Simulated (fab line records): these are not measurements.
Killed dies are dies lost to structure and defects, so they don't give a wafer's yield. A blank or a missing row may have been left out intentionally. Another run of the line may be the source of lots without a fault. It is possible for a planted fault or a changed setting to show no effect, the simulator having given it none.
fab line records	flow nand_harc
record lots=11	wafers=32	last_day=33
route steps=1302 shown A_CHANNEL_HOLE_D1@468 END@1302
lots untouched by any fault: they come from a run of this same line in which no faults occurred
start_h: hours from the record's first day to the start of the lot's first wafer shown	wait_h: hours from the lot's prior step to this one	" the same as in the row above	L1.1+2: several wafers, shown together as one row	- either no value or no given start	* or withheld: withheld	< > ~ a bound
route shown NAME@n: names a module that has steps shown in the file, with the first one's number in the route	usual: the fault-free wafers' mean and standard deviation	same: alike in all rows	chamber/n: place in a boat	sites: per-site readings	_std_site: the standard deviation of these	_edge_site: outer sites' mean less inner sites'	radius_mm: how far each site lies from the wafer's centre	mask NAME#n: copy n	behind: the last tool/chamber to shape the wafer	hold: why the lot was held/for how many hours/how that ended	device: the transistor (n, p or np) that didn't switch	end of line: the tests these same wafers got at the end of their route	step lacking rows: just its recipe	killed: the dies lost at the first sort to structure and to defects; this is not the yield of the wafer	map: dies across one wafer; x = killed, . = not, _ = none there
set.NAME: the setting that was run; set.NAME@STEP: the one run at that earlier step	model.NAME: the simulator's own value behind a step, which no gauge read
the route's steps for a sample of lots (tables are steps, rows are wafers)
services: from which hour (start_h, from the record's first day; less than 0 if before it) a tool's chamber was out of use, for how many hours, and why
## steps
# step NHARC_A_CHANNEL_HOLE_D1_ETCH_34
# recipe target_depth_a=1540	time_s=77	cf4_flow_sccm=100	chf3_flow_sccm=30	ar_flow_sccm=0	rf_w=500	bias_w=200	chemistry=CF4/CHF3
# usual chf3_flow_sccm=30.00/0.084	drypump_motor_current_A=5.8/0.6	oes_product_au=0.946/0.025	rf_vpp_V=369.6/1.8	showerhead_plenum_p_Torr=1.54/0.049	throttle_valve_pct=16.802/0.0096
lot.wafer	tool	chamber	start_h	wait_h	chf3_flow_sccm	drypump_motor_current_A	oes_product_au	rf_hours_counter_h	rf_vpp_V	showerhead_plenum_p_Torr	throttle_valve_pct
L834.1	rie_diel-11	0	-	-	30.03	5.5	0.929	9	368.7	1.50	16.809
L834.2	"	1	"	"	30.06	6.5	0.909	8	368.2	1.56	16.810
L834.5	"	0	"	"	29.98	5.5	0.926	-	367.3	1.50	16.787
L839.2	rie_diel-04	3	-	-	29.90	6.6	0.942	14	372.4	1.63	16.814
L839.4	"	0	"	"	29.98	5.4	0.959	14	368.2	1.49	16.804
L839.5	"	1	"	"	29.99	6.6	0.926	-	372.3	1.62	16.797
L841.2	rie_diel-05	3	-	-	29.95	5.7	0.942	5	372.8	1.70	16.809
L841.6	"	2	"	"	30.11	5.5	0.960	-	369.2	1.55	16.801
L841.5	"	3	"	"	30.04	5.7	0.939	-	375.0	1.70	16.804
L843.1	rie_diel-11	1	-	-	29.97	6.5	0.968	1	370.4	1.56	16.795
L843.4	"	2	"	"	29.86	4.8	0.957	1	367.0	1.50	16.796
L843.6	"	1	"	"	30.02	6.5	0.958	-	370.7	1.56	16.803
L845.3	rie_diel-11	1	-	-	29.93	6.5	0.942	3	370.4	1.56	16.805
L845.1	"	2	"	"	30.09	4.9	0.971	3	367.7	1.50	16.801
L845.2	"	3	"	"	29.96	6.2	0.972	3	370.6	1.56	16.796
L846.3	rie_diel-11	2	-	-	30.09	4.8	0.943	4	368.6	1.50	16.811
L846.4	"	3	"	"	29.89	6.2	0.931	4	370.7	1.56	16.807
L846.6	"	1	"	"	29.94	6.4	0.936	-	371.1	1.56	16.806
L847.3	rie_diel-05	0	-	-	30.04	5.8	0.961	23	372.1	1.61	16.806
L847.1	"	2	"	"	30.08	5.5	0.993	25	371.1	1.55	16.817
L847.6	"	0	"	"	30.00	5.8	0.958	-	370.7	1.61	16.815
L848.4	rie_diel-11	2	-	-	30.08	4.8	0.925	5	367.7	1.50	16.796
L848.1	"	0	"	"	30.05	5.5	0.936	5	366.3	1.50	16.799
L848.6	"	3	"	"	29.96	6.2	0.914	-	370.2	1.56	16.792
L853.3	rie_diel-11	3	-	-	29.90	6.2	0.918	11	369.3	1.56	16.794
L853.6	"	2	"	"	29.98	4.8	0.920	-	367.6	1.50	16.822
L854.2	rie_diel-04	1	-	-	29.98	6.6	0.955	7	371.5	1.61	16.801
L854.3	"	3	"	"	29.93	6.6	0.961	6	371.8	1.62	16.790
L854.6	"	1	"	"	30.06	6.6	0.968	-	371.5	1.61	16.792
L855.3	rie_diel-11	0	-	-	29.98	5.4	0.938	12	368.4	1.50	16.806
L855.4	"	1	"	"	30.01	6.5	0.912	13	370.4	1.56	16.813
L855.6	"	0	"	"	29.98	5.5	0.941	-	367.3	1.50	16.787
# step NHARC_A_CHANNEL_HOLE_D1_ETCH_16
# recipe target_depth_a=31000	over_etch_frac=0.3	time_s=806	ion_energy_ev=150	o2_flow_sccm=400	cos_flow_sccm=20	ar_flow_sccm=0	rf_w=500	bias_w=300	chemistry=O2/COS
# usual cos_flow_sccm=20.00/0.063	drypump_motor_current_A=5.8/0.61	oes_product_au=1.002/0.012	rf_vpp_V=313.3/1.7	showerhead_plenum_p_Torr=3.06/0.096	throttle_valve_pct=28.332/0.0089
lot.wafer	tool	chamber	start_h	wait_h	cos_flow_sccm	drypump_motor_current_A	oes_product_au	rf_hours_counter_h	rf_vpp_V	showerhead_plenum_p_Torr	throttle_valve_pct
L834.2	rie_diel-11	2	-	-	20.02	4.8	1.018	8	312.0	2.98	28.338
L834.1	"	3	"	"	19.93	6.2	0.992	9	313.5	3.09	28.340
L834.5	"	3	"	"	19.91	6.2	0.987	-	314.1	3.09	28.338
L839.4	rie_diel-04	0	-	-	20.09	5.4	1.014	15	311.9	2.96	28.336
L839.2	"	2	"	"	20.02	5.8	1.019	16	312.5	2.96	28.342
L839.5	"	0	"	"	19.97	5.3	1.009	-	309.7	2.96	28.336
L841.2	rie_diel-05	3	-	-	19.99	5.7	0.996	5	317.9	3.37	28.318
L841.6	"	0	"	"	19.97	5.8	1.005	-	315.4	3.20	28.314
L841.5	"	1	"	"	19.99	5.1	0.986	-	314.7	3.06	28.313
L843.4	rie_diel-11	1	-	-	20.09	6.5	1.003	1	314.1	3.09	28.332
L843.1	"	3	"	"	19.96	6.2	1.010	2	314.2	3.09	28.325
L843.6	"	1	"	"	20.05	6.5	0.990	-	312.3	3.09	28.319
L845.1	rie_diel-11	1	-	-	19.97	6.5	0.994	3	312.8	3.09	28.336
L845.3	"	2	"	"	20.01	4.8	0.997	3	310.6	2.97	28.328
L845.2	"	3	"	"	20.04	6.2	1.002	3	313.4	3.09	28.324
L846.3	rie_diel-11	1	-	-	19.97	6.5	0.991	4	313.3	3.09	28.339
L846.4	"	0	"	"	20.01	5.5	1.010	4	311.5	2.97	28.333
L846.6	"	2	"	"	20.01	4.8	1.001	-	312.2	2.97	28.323
L847.3	rie_diel-05	2	-	-	19.98	5.6	1.019	25	313.5	3.07	28.325
L847.1	"	3	"	"	20.11	5.7	0.989	26	317.7	3.36	28.324
L847.6	"	1	"	"	20.00	5.1	1.003	-	313.4	3.05	28.342
L848.1	rie_diel-11	0	-	-	20.13	5.4	1.012	5	311.6	2.97	28.321
L848.4	"	1	"	"	19.90	6.5	0.980	5	313.9	3.09	28.324
L848.6	"	0	"	"	20.08	5.5	1.005	-	311.7	2.97	28.329
L853.3	rie_diel-11	1	-	-	19.98	6.5	1.002	11	313.9	3.09	28.324
L853.6	"	3	"	"	20.01	6.2	1.003	-	312.9	3.09	28.331
L854.3	rie_diel-04	3	-	-	19.94	6.6	1.003	6	314.6	3.21	28.339
L854.2	"	0	"	"	19.98	5.3	0.993	7	312.2	2.94	28.328
L854.6	"	3	"	"	20.08	6.6	1.010	-	315.7	3.21	28.308
L855.3	rie_diel-11	3	-	-	19.97	6.2	1.000	13	313.9	3.08	28.345
L855.4	"	0	"	"	19.94	5.5	1.010	12	312.9	2.97	28.326
L855.6	"	3	"	"	19.99	6.2	0.994	-	313.1	3.08	28.330
# step NHARC_A_CHANNEL_HOLE_D1_ETCH_44
# recipe target_depth_a=1400	overetch_a=140	time_s=77	ion_energy_ev=100	cf4_flow_sccm=80	o2_flow_sccm=20	ar_flow_sccm=0	rf_w=300	bias_w=100	chemistry=CF4/O2
# usual drypump_motor_current_A=5.8/0.63	oes_product_au=1.003/0.013	rf_vpp_V=197.2/1.2	showerhead_plenum_p_Torr=1.30/0.04	throttle_valve_pct=13.399/0.0085
lot.wafer	tool	chamber	start_h	wait_h	drypump_motor_current_A	oes_product_au	rf_hours_counter_h	rf_vpp_V	showerhead_plenum_p_Torr	throttle_valve_pct
L834.2	rie_diel-11	0	197.99	0.1	5.5	1.005	9	195.9	1.27	13.396
L834.1	"	3	"	"	6.2	0.996	10	198.1	1.32	13.387
L834.5	"	0	"	"	5.5	1.008	-	196.8	1.27	13.388
L839.4	rie_diel-04	1	243.76	0.1	6.6	0.986	15	199.4	1.38	13.408
L839.2	"	3	"	"	6.6	0.982	16	199.2	1.38	13.395
L839.5	"	1	"	"	6.6	0.975	-	199.3	1.38	13.384
L841.2	rie_diel-11	2	265.97	0.1	4.8	1.007	0	196.6	1.27	13.414
L841.6	"	3	"	"	6.2	0.993	-	197.2	1.32	13.396
L841.5	"	0	"	"	5.5	1.016	-	196.0	1.27	13.399
L843.4	rie_diel-11	2	290.69	0.1	4.8	1.000	2	197.0	1.27	13.405
L843.1	"	0	"	"	5.5	1.023	2	196.3	1.27	13.390
L843.6	"	3	"	"	6.2	1.010	-	198.3	1.32	13.387
L845.2	rie_diel-11	2	301.75	0.1	4.8	1.007	3	196.0	1.27	13.400
L845.1	"	0	"	"	5.4	1.018	4	195.8	1.27	13.399
L845.3	"	1	"	"	6.5	0.996	3	197.7	1.32	13.393
L846.3	rie_diel-11	3	327.97	0.1	6.2	0.993	5	197.0	1.32	13.386
L846.4	"	2	"	"	4.8	1.005	5	195.9	1.27	13.399
L846.6	"	0	"	"	5.4	1.008	-	196.2	1.27	13.396
L847.3	rie_diel-05	2	329.32	0.0	5.5	1.014	26	198.2	1.31	13.415
L847.1	"	1	"	"	5.1	0.997	28	198.1	1.30	13.403
L847.6	"	3	"	"	5.7	0.973	-	200.4	1.44	13.404
L848.1	rie_diel-11	2	332.14	0.1	4.8	1.013	5	196.0	1.27	13.393
L848.4	"	3	"	"	6.2	1.002	5	198.0	1.32	13.409
L848.6	"	0	"	"	5.5	1.020	-	194.9	1.27	13.401
L853.3	rie_diel-11	1	392.52	0.1	6.5	0.989	12	198.1	1.32	13.395
L853.6	"	2	"	"	4.8	0.922	-	195.5	1.27	13.405
L854.2	rie_diel-11	0	396.69	0.1	5.4	1.016	11	195.4	1.27	13.408
L854.3	"	2	"	"	4.8	1.003	10	196.3	1.27	13.398
L854.6	"	1	"	"	6.5	0.913	-	197.9	1.32	13.409
L855.3	rie_diel-11	3	407.13	0.1	6.2	0.994	13	198.3	1.32	13.392
L855.4	"	0	"	"	5.5	1.018	12	195.4	1.27	13.396
L855.6	"	0	"	"	5.5	0.934	-	196.7	1.27	13.392
# step NHARC_A_CHANNEL_HOLE_D1_XSEM_31
# recipe landing_energy_ev=35000
# usual bot_cd_nm=75.4/2	bow_nm=8.64/0.18	tilt_deg=0.07/0.038
lot.wafer	tool	chamber	start_h	wait_h	bot_cd_nm	bow_nm	tilt_deg
L834.1	xsem-02	0	198.88	0.1	77.8	8.62	0.07
L834.2	"	0	"	"	79.1	8.62	0.06
L834.5	"	0	"	"	76.6	8.60	0.07
L839.2	xsem-01	0	244.64	0.1	75.4	8.78	0.10
L839.4	"	0	"	"	70.6	8.68	0.10
L839.5	"	0	"	"	72.3	8.66	0.10
L841.2	xsem-02	0	266.85	0.1	76.8	8.81	0.10
L841.5	"	0	"	"	75.7	8.75	0.10
L841.6	"	0	"	"	74.9	8.84	0.10
L843.1	xsem-01	0	291.56	0.1	74.8	8.81	0.07
L843.4	"	0	"	"	75.3	8.84	0.07
L843.6	"	0	"	"	77.5	8.79	0.07
L845.1	xsem-01	0	302.63	0.1	71.6	8.61	-0.01
L845.2	"	0	"	"	77.2	8.56	-0.01
L845.3	"	0	"	"	70.2	8.65	-0.01
L846.3	xsem-01	0	328.86	0.1	76.0	8.37	0.03
L846.4	"	0	"	"	78.5	8.30	0.03
L846.6	"	0	"	"	78.3	8.32	0.03
L847.1	xsem-02	0	330.20	0.1	73.0	8.61	0.06
L847.3	"	0	"	"	72.4	8.48	0.06
L847.6	"	0	"	"	75.0	8.44	0.06
L848.1	xsem-01	0	333.02	0.1	79.9	8.77	0.07
L848.4	"	0	"	"	76.4	8.75	0.07
L848.6	"	0	"	"	75.3	8.82	0.07
L853.3	xsem-01	0	393.40	0.1	75.4	8.55	0.02
L853.6	"	0	"	"	76.6	8.61	0.02
L854.2	xsem-02	0	397.58	0.1	74.4	8.66	0.12
L854.3	"	0	"	"	77.4	8.64	0.11
L854.6	"	0	"	"	73.5	8.61	0.11
L855.3	xsem-01	0	408.02	0.1	76.4	8.74	0.11
L855.4	"	0	"	"	75.7	8.70	0.11
L855.6	"	0	"	"	76.2	8.76	0.11
# step NHARC_END_SORT_01
# recipe temp_c=25
# usual killed_at_array=52/17	killed_at_other=1.2/1.4	killed_at_periphery=4.7/2.9	killed_dies=58/17	killed_open=3.2/1.9	killed_short=2.4/1.4
# same gross_dies=677
lot.wafer	tool	chamber	start_h	wait_h	killed_at_array	killed_at_other	killed_at_periphery	killed_dies	killed_open	killed_short
L853.3	prober-01	0	771.47	3.1	79	1	1	81	5	0
L853.6	prober-01	0	773.86	4.0	660	1	4	665	1	1
L854.2	prober-02	0	773.68	2.8	45	0	2	47	1	1
L854.3	prober-02	0	774.48	3.1	39	2	8	49	6	3
L854.6	prober-02	0	776.88	4.0	656	4	2	662	1	1
L855.3	prober-01	0	780.17	3.1	38	0	6	44	2	4
L855.4	prober-01	0	780.97	3.4	53	3	7	63	2	3
L855.6	prober-01	0	782.57	4.0	654	3	3	660	6	3
# killed by level:class
L853.3 A_SLIT:chamber_film_flake=28 A_CHANNEL_HOLE_D2:chamber_film_flake=20 A_CHANNEL_HOLE_D1:chamber_film_flake=13 A_BLC:chamber_film_flake=6 A_CONTACT:chamber_film_flake=5 A_STAIRCASE:chamber_film_flake=3 P_M0:geometric_particle:open=1 A_SGD_CUT:geometric_particle:open=1
L854.2 A_CHANNEL_HOLE_D1:chamber_film_flake=18 A_SLIT:chamber_film_flake=13 A_M1:chamber_film_flake=6 A_STAIRCASE:chamber_film_flake=4 A_DECK1_JOINT:chamber_film_flake=2 A_DECK1_JOINT:geometric_particle:short=1 A_WL_FILL:geometric_particle:open=1 P_STI:chamber_film_flake=1
L853.6 A_CHANNEL_HOLE_D1:area_etch=621 A_SLIT:chamber_film_flake=15 A_CHANNEL_HOLE_D2:chamber_film_flake=7 A_CONTACT:chamber_film_flake=7 A_CHANNEL_HOLE_D1:chamber_film_flake=4 P_ZERO_WELL:chamber_film_flake=2 A_STAIRCASE:chamber_film_flake=2 A_SLIT:geometric_particle:open=1
L854.3 A_CHANNEL_HOLE_D1:chamber_film_flake=23 A_STAIRCASE:chamber_film_flake=4 A_SLIT:chamber_film_flake=4 P_CONTACT:geometric_particle:open=2 P_M2:chamber_film_flake=2 A_CONTACT:chamber_film_flake=2 THIN_TSV:chamber_film_flake=2 P_CONTACT:geometric_particle:short=1
L854.6 A_CHANNEL_HOLE_D1:area_etch=629 A_CHANNEL_HOLE_D1:chamber_film_flake=12 A_SLIT:chamber_film_flake=4 THIN_TSV:chamber_film_flake=4 A_CONTACT:chamber_film_flake=3 A_M1:chamber_film_flake=3 A_STAIRCASE:chamber_film_flake=2 P_STI:geometric_particle:short=1
L855.3 A_CHANNEL_HOLE_D2:chamber_film_flake=16 A_CONTACT:chamber_film_flake=9 A_SLIT:chamber_film_flake=5 P_ZERO_WELL:chamber_film_flake=3 P_M2:chamber_film_flake=2 A_STAIRCASE:chamber_film_flake=2 P_GATE:geometric_particle:open=1 A_ONON_D1:geometric_particle:short=1
L855.4 A_CHANNEL_HOLE_D2:chamber_film_flake=23 A_SLIT:chamber_film_flake=10 A_CONTACT:chamber_film_flake=9 A_STAIRCASE:chamber_film_flake=8 P_ZERO_WELL:chamber_film_flake=3 P_M2:chamber_film_flake=2 THIN_TSV:chamber_film_flake=2 P_STI:geometric_particle:open=1
L855.6 A_CHANNEL_HOLE_D1:area_etch=607 A_CHANNEL_HOLE_D2:chamber_film_flake=16 A_CONTACT:chamber_film_flake=14 A_STAIRCASE:chamber_film_flake=4 A_SLIT:chamber_film_flake=3 A_WL_FILL:geometric_particle:open=2 THIN_TSV:chamber_film_flake=2 P_GATE:geometric_particle:short=1
## services
tool	chamber	start_h	hours	kind
rie_diel-04	-	178.68	9.0	pm
rie_diel-11	0	185.52	-	clean
rie_diel-11	1	185.52	-	clean
rie_diel-11	2	185.52	-	clean
rie_diel-11	3	185.52	-	clean
rie_diel-11	0	210.02	-	clean
rie_diel-11	1	210.02	-	clean
rie_diel-11	2	210.02	-	clean
rie_diel-11	3	210.02	-	clean
rie_diel-11	1	222.13	6.3	repair
rie_diel-05	-	231.94	9.0	pm
rie_diel-11	0	234.52	-	clean
rie_diel-11	1	234.52	-	clean
rie_diel-11	-	255.51	9.0	pm
rie_diel-05	0	271.40	9.3	repair
rie_diel-11	2	277.51	4.8	repair
rie_diel-04	3	320.44	3.2	repair
rie_diel-04	-	332.47	2.3	repair
rie_diel-11	2	350.93	13.2	repair
rie_diel-04	-	355.68	9.0	pm
xsem-01	-	374.00	14.0	pm
rie_diel-11	0	377.43	8.8	repair
rie_diel-04	2	384.20	2.6	repair
rie_diel-11	-	388.55	0.5	repair
## key
first_sign step=NHARC_A_CHANNEL_HOLE_D1_ETCH_44	reading=oes_product_au	direction=down	sigmas=6.1	usual=1.003	struck=0.923
effect step=NHARC_END_SORT_01	reading=killed_at_array	direction=up	sigmas=36	usual=52	struck=657
more_kills_born_at NHARC_A_CHANNEL_HOLE_D1_ETCH_44@rie_diel-11=1857
met_at NHARC_A_CHANNEL_HOLE_D1_ETCH_44
struck_lots L853,L854,L855
struck_wafers L853.6,L854.6,L855.6
later_rows_left_out L853.6,L854.6,L855.6
tester_left_out L853,L854,L855
not_acting_at NHARC_A_CHANNEL_HOLE_D1_ETCH_34,NHARC_A_CHANNEL_HOLE_D1_ETCH_16,NHARC_A_CHANNEL_HOLE_D1_XSEM_31
onset_between 332.14 392.52
fault kind=process_parameter_drift	tool=rie_diel-11	chamber=-	onset_h=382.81	steps=NHARC_A_CHANNEL_HOLE_D1_ETCH_44	channel=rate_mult	offset=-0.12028	shape=step	end_h=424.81	scope=struck_wafers_only
# tester_left_out: of these lots the tester's yield and bins aren't shown, on N5 and GAA mostly nor the transistor test; their killed dies are dies lost to structure and defects alone, not to doping, threshold or leakage, so they don't give the yield
# later_rows_left_out: the simulator's readings of these wafers behind a module that went badly wrong aren't trusted and aren't shown, but for the sort
